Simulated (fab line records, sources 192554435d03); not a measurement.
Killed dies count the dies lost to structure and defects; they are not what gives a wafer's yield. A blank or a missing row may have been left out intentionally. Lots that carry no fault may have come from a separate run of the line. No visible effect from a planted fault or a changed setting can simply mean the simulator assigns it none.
Split-lot experiment | flow n5 finfet | 21 wafers read from 7 lots, route of 1938 steps

== THE SPLIT ITSELF ==
At N5_SD_EPI_N_EPI_21 (deposits Si:P, time 690 s), the setting temp c was moved away from the recipe's 680 C on 7 of the 21 wafers read, by -0.5% to +0.6%. The other wafers ran this setting at the recipe's value.

There is no step in the file separating the split from the reading.

== THE READING ==
Si-P_of_SD_EPI_N_EPI_21.thk nm (the simulator's own value, which no gauge read), in nm, at N5_SD_EPI_N_PRECLEAN_24 (cleans in O3/DIW, time 60 s). The file gives no usual value for it. Average 58.5 nm, standard deviation 0.78 nm, over the 14 wafers here run with the recipe.

wafer  | tool, chamber at the split | temp c as run, C | against the recipe | Si-P_of_SD_EPI_N_EPI_21.thk nm, nm | against lot-mates on the recipe
L075.1 | epi rpcvd-04, 0            | 680              | recipe             | 57.8                               | -
L075.3 | epi rpcvd-04, 0            | 680              | recipe             | 56.2                               | -
L075.6 | epi rpcvd-04, 0            | 682.8            | +0.4%              | 59                                 | +2.0
L080.2 | epi rpcvd-03, 0            | 680              | recipe             | 58.4                               | -
L080.4 | epi rpcvd-03, 0            | 676.4            | -0.5%              | 55.2                               | -3.2
L080.6 | epi rpcvd-03, 0            | 676.4            | -0.5%              | 54.6                               | -3.8
L082.2 | epi rpcvd-02, 0            | 680              | recipe             | 58.8                               | -
L082.6 | epi rpcvd-02, 0            | 680              | recipe             | 58.8                               | -
L082.4 | epi rpcvd-02, 0            | 680              | recipe             | 59.6                               | -
L091.3 | epi rpcvd-04, 0            | 684.3            | +0.6%              | 63.2                               | no lot-mate on the recipe
L091.4 | epi rpcvd-04, 0            | 684.3            | +0.6%              | 64.2                               | no lot-mate on the recipe
L091.5 | epi rpcvd-04, 0            | 684.3            | +0.6%              | 63.8                               | no lot-mate on the recipe
L094.2 | epi rpcvd-02, 0            | 680              | recipe             | 58.2                               | -
L094.4 | epi rpcvd-02, 0            | 680              | recipe             | 58.2                               | -
L094.3 | epi rpcvd-02, 0            | 683.9            | +0.6%              | 62.4                               | +4.2
L096.1 | epi rpcvd-03, 0            | 680              | recipe             | 58.2                               | -
L096.2 | epi rpcvd-03, 0            | 680              | recipe             | 59                                 | -
L096.3 | epi rpcvd-03, 0            | 680              | recipe             | 58.4                               | -
L097.1 | epi rpcvd-02, 0            | 680              | recipe             | 59.2                               | -
L097.3 | epi rpcvd-02, 0            | 680              | recipe             | 58.6                               | -
L097.6 | epi rpcvd-02, 0            | 680              | recipe             | 59                                 | -

THE FIT
A straight line over all 21 wafers: Si-P_of_SD_EPI_N_EPI_21.thk nm changes by +7.2 nm for each +1% of temp c; r = +0.93; the points scatter about the line by 0.94 nm.
The same after taking each lot's own level away (the mean of its wafers on the recipe; 18 wafers): +6.55 nm for each +1%; r = +0.97; scatter 0.44 nm.
Per that fit: largest temp c move, reading shift of 4.1 nm.
Across the lots, their own levels run from 57.00 to 59.07 nm, a range of 2.7 times the standard deviation given above.
Hence the lot-to-lot level has little effect on the slope; both slopes agree.
Check: with one of the wafers moved furthest among these (+0.6%) left out of the fit, the line predicts +3.47 nm for it against its lot-mates. It came out at +4.2 nm against them.

== FURTHER SPLITS ON THESE WAFERS ==
Other splits were also applied to these wafers ahead of the reading. Each is held against what the fit with the lots' levels taken away leaves over:
other split on the same wafers            | wafers away from the commonest value | r with Si-P_of_SD_EPI_N_EPI_21.thk nm (lot level and that fit taken away)
N5_PMOS_HMC_CHANNEL_EPI_EXPOSE_06 dose mj | 5                                    | +0.35
N5_PMOS_HMC_CHANNEL_EPI_PEB_07 peb temp c | 5                                    | +0.11
N5_FIN_SAQP_ETCH_52 source w              | 6                                    | +0.41
N5_FIN_SAQP_FIN_ETCH_36 icp w             | 6                                    | +0.03
N5_FIN_CUT_COAT_29 spin rpm               | 7                                    | -0.33
N5_DUMMY_GATE_COAT_28 spin rpm            | 6                                    | -0.44

== THE WHOLE CHAIN: every reading that the file lists as answering this split, in the file's order ==
step                    | what it does                | reading                                                                         | change (the file's fit)              | r (the file's)
N5_SD_EPI_N_EPI_21      | deposits Si:P, time 690 s   | Si-P_of_SD_EPI_N_EPI_21.thk nm (the simulator's own value, which no gauge read) | +6.68 nm for each +1% of the setting | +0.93
N5_SD_EPI_N_PRECLEAN_24 | cleans in O3/DIW, time 60 s | Si-P_of_SD_EPI_N_EPI_21.thk nm (the simulator's own value, which no gauge read) | +6.53 nm for each +1% of the setting | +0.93

== FILE'S OWN FIT ==
Si-P_of_SD_EPI_N_EPI_21.thk nm changes by +6.53 nm for each +1% of temp c, r = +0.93.
